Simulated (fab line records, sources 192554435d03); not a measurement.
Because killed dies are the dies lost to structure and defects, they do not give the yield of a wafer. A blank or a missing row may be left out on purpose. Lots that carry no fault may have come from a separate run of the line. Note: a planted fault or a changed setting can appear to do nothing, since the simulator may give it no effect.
3 desks looking at one fault ; flow n5-finfet ; each desk holds nothing but its own numbers, with what lay behind them at the end

TOOL OWNER'S DESK, rie-diel-06
The tool's own readings at N5_BEOL_M2_DESCUM_33 (chemistry O2, time 7 s): means of the sampled wafers that have a number, for each lot that ran on this tool. If a lot's mean is further than 4 standard deviations from the usual mean, the lot is out of limits and carries the mark OUT (the distance appears in the brackets).
Columns: A = drypump-motor-current-A at N5_BEOL_M2_DESCUM_33, usual 5.6 A; B = oes-product-au at N5_BEOL_M2_DESCUM_33, usual 0.73 a.u.; C = rf-vpp-V at N5_BEOL_M2_DESCUM_33, usual 242.8 V; D = showerhead-plenum-p-Torr at N5_BEOL_M2_DESCUM_33, usual 2.06 Torr; E = throttle-valve-pct at N5_BEOL_M2_DESCUM_33, usual 20.5 %
lot;first seen here;A;B;C;D;E
L348;day 7 00:38;5.2;0.72;242.4;2.01;20.4
L356;day 9 00:32;5.1;0.70;242.1;2.05;20.6
L365;day 11 08:08;5.2;0.69;242.5;2.04;20.5
This desk found nothing out of limits on any of the 3 lots.

METROLOGY DESK
What the gauges read for every lot (on any tool): the sampled wafers with a number, averaged. If a lot's mean is further than 4 standard deviations from the usual mean, the lot is out of limits and carries the mark OUT (the distance appears in the brackets). Readings shown: 7 of its 12, picked as those furthest out on some lot.
Columns: A = V1_OVL at N5_BEOL_M2_OVL_MEAS_29, usual -0.2 nm; B = DIBL_N at N5_BEOL_M4_RC_MEAS_101, usual 36.3 mV/V; C = DIBL_P at N5_BEOL_M4_RC_MEAS_101, usual 36.3 mV/V; D = IOFF_N at N5_BEOL_M4_RC_MEAS_101, usual 0.16 nA/um; E = SS_N at N5_BEOL_M4_RC_MEAS_101, usual 71.6 mV/dec; F = SS_P at N5_BEOL_M4_RC_MEAS_101, usual 73.3 mV/dec; G = VT_N at N5_BEOL_M4_RC_MEAS_101, usual 250 mV
lot;first seen here;A;B;C;D;E;F;G
L348;day 7 00:31;0.4;33.3;32.6;0.12;70.8;72.4;255
L356;day 9 00:22;-1.2;36.7;37.4;0.16;71.4;73.5;252
L363;day 11 04:07;0.1;39.1;39.5;0.19;71.9;73.8;247
L365;day 11 08:01;-0.1;36.6;36.4;0.16;71.5;73.1;249
L364;day 11 15:41;-0.5;36.0;35.9;0.18;71.6;73.7;248
This desk found nothing out of limits on any of the 5 lots.

THE DEFECT DESK
For each lot, the counts of the inspections along the route, averaged over the sampled wafers that have a number. If a lot's mean is further than 4 standard deviations from the usual mean, the lot is out of limits and carries the mark OUT (the distance appears in the brackets).
Columns: A = raw-defect-count at N5_BEOL_M2_INSPECT_30, usual 398
lot;first seen here;A
L348;day 7 00:36;392
L356;day 9 00:28;423
L363;day 11 04:13;455
L365;day 11 08:06;452
L364;day 11 15:46;423
This desk found nothing out of limits on any of the 5 lots.

BROUGHT TOGETHER
Nothing out of limits was seen by the tool owner's desk.
The metrology desk saw nothing out of limits.
Nothing out of limits was seen by the defect desk.

WHAT THE SIMULATOR HAD INSERTED
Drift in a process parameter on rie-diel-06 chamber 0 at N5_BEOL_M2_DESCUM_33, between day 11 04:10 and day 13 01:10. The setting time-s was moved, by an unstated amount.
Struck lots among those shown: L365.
